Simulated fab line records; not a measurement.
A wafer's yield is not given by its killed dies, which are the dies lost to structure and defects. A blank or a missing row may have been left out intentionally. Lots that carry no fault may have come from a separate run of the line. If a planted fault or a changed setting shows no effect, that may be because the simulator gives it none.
Chamber matching    flow nand-harc    rie-diel-11 running NHARC_A_CHANNEL_HOLE_D1_ETCH_44: 4 sister chambers
The step etches the open film in CF4/O2, target depth 140 nm, overetch 14 nm, time 77 s. 8 wafers are shown with their chamber, then 12 later ones without.

## WAFERS, EACH WITH ITS CHAMBER
wafer   chamber  drypump-motor-current-A (A)  rf-vpp-V (V)
L087.3  0        5.67                         198.0
L087.6  3        5.79                         199.7
L088.5  2        5.32                         198.0
L090.1  3        5.82                         200.2
L090.5  2        5.32                         198.6
L092.4  1        5.56                         199.0
L092.5  1        5.54                         200.1
L092.6  0        5.67                         197.6

## WAFERS WHOSE CHAMBER IS MISSING
wafer   drypump-motor-current-A (A)  rf-vpp-V (V)
L094.1  5.79                         199.5
L094.2  5.36                         199.3
L094.4  5.66                         197.3
L095.2  5.67                         197.0
L095.3  5.80                         200.0
L095.6  5.81                         198.5
L096.2  5.66                         197.9
L096.4  5.81                         200.4
L096.5  5.38                         199.6
L097.2  5.31                         197.2
L097.4  5.78                         198.9
L097.5  5.68                         198.2

## CHAMBER TAKEN BY EACH
wafer   from the rows above  in truth
L094.1  3                    3
L094.2  2                    2
L094.4  0                    0
L095.2  0                    0
L095.3  3                    3
L095.6  3                    3
L096.2  0                    0
L096.4  3                    3
L096.5  2                    2
L097.2  2                    2
L097.4  3                    3
L097.5  0                    0
Correctly placed: 12 of 12. Number that these rows cannot place: 0. Number placed wrongly: 0.
How it was worked out, from the rows above alone: a wafer's distance from a chamber is the root of the sum, over the readings, of the square of ((its reading less the chamber's mean) divided by the reading's scatter). If the next closest chamber is less than 2 further off than the closest, the wafer can't be placed; otherwise it belongs to the closest. For every chamber, the mean is computed from those of its wafers that are shown. The scatter: take each reading less its chamber's mean, square it, sum over the shown wafers, divide by the number of wafers less the number of chambers, and take the root.
